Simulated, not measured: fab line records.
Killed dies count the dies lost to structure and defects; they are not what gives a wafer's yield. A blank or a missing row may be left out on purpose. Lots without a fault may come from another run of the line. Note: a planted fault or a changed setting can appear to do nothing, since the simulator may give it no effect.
Struck lot and sound lot, side by side | flow n5_finfet | 14 steps out of a route of 1938
Sound: the wafers L307.3, L307.4, L307.5. Wafers L326.2, L326.5, L326.6 were the ones struck. The cause is given at the end.
For every step that has rows: the tool of each side, followed by ch and its chambers, followed by its first start. Under that, the readings that differ: sound wafers | struck wafers | difference of the means | sigmas: that difference in standard deviations of wafers without a fault.
alike: same words and numbers on both sides, and readings whose means sit less than 2 such deviations apart. not compared: any withheld reading, any reading some wafer has no value for, any bound like >300 that may hide the same value, and any number with overlapping values for which the record gives no deviation.
A row with sigmas, a row that says differs or no value, or rows on one side alone: a step with any of these is where the two part. Numbers that don't overlap but have no deviation are shown without sigmas and don't part them. A reading that every wafer of one side lacks parts them only if that side has two wafers or more.

first, 2 steps without rows for these wafers: N5_BEOL_M10_PRECLEAN_42 (cleans in residue remover, time 60 s); N5_BEOL_M10_SRD_43 (time 30 s).
N5_BEOL_M10_CD_MEAS_35 targets a cd of 70 nm.
  struck on cd_sem-03, day 16 06:34; sound on cd_sem-03, day 11 05:59
  alike: cd_nm
N5_BEOL_M10_CURE_72: cures SiCOH lowk, time 120 s.
  sound on uv_cure-01 ch 0, day 11 06:08; struck on uv_cure-01 ch 1, day 16 06:39
  alike: lamp_power_pct, wafer_temp_C_max
N5_BEOL_M10_DEGAS_44: time 60 s.
  struck on pvd_sputter-02, day 16 07:04; sound on pvd_sputter-01, day 11 06:41
  alike: heater_power_w
N5_BEOL_M10_PRE_CLEAN_45: time 30 s.
  struck on pvd_sputter-02, day 16 07:07; sound on pvd_sputter-01, day 11 06:44
  alike: heater_power_w
then, 1 step without rows for these wafers: N5_BEOL_M10_ALD_74 (deposits TaN, target thk 2 nm, pulse time 2 s, purge time 3 s).
N5_BEOL_M10_SURFACE_TREAT_76:
  struck on pvd_sputter-02, day 16 07:28; sound on pvd_sputter-02, day 11 08:46
  not compared: throttle_valve_pct
then, 3 steps without rows for these wafers: N5_BEOL_M10_CVD_75 (deposits Co from CCTBA/H2, target thk 2 nm, time 138.9 s); N5_BEOL_M10_SPUTTER_48 (material Cu, target thk 12 nm, time 2 s); N5_BEOL_M10_ECD_50 (material Cu, target thk 318 nm).
N5_BEOL_M10_ANNEAL_51: time 90 s.
  sound on rtp_anneal-02 ch 0, day 11 09:25; struck on rtp_anneal-02 ch 0, day 16 08:14
  alike: anneal_temp_c, wafer_temp_C_max
N5_BEOL_M10_CMP_52: polishes, stops on SiCOH lowk, t overpolish 7 s, target thk 140 nm.
  sound on cmp-02 ch 0,1,3, day 11 09:41; struck on cmp-02 ch 0,1,3, day 16 08:37
  reading                      | sound             | struck            | difference | sigmas
  barrier_field_endpoint_s (s) | 29.7 28.6 28.8    | 27.6 27.0 28.3    | -1.4       | -2
  platen_rpm (rpm)             | 49.98 49.99 49.97 | 52.02 52.01 51.98 | +2.02      | +63
  alike: motor_current_A, overpolish_run_s, retaining_ring_pressure_frac, time_to_endpoint_s
N5_PASSIVATION_PROBE_49:
  the record has rows for the sound wafers here (prober-01, day 13 09:26) and none for the struck ones

== WHERE THEY PART ==
Earliest at N5_BEOL_M10_CMP_52; latest, in this record, at N5_PASSIVATION_PROBE_49.

WHY: whatever the simulator had introduced
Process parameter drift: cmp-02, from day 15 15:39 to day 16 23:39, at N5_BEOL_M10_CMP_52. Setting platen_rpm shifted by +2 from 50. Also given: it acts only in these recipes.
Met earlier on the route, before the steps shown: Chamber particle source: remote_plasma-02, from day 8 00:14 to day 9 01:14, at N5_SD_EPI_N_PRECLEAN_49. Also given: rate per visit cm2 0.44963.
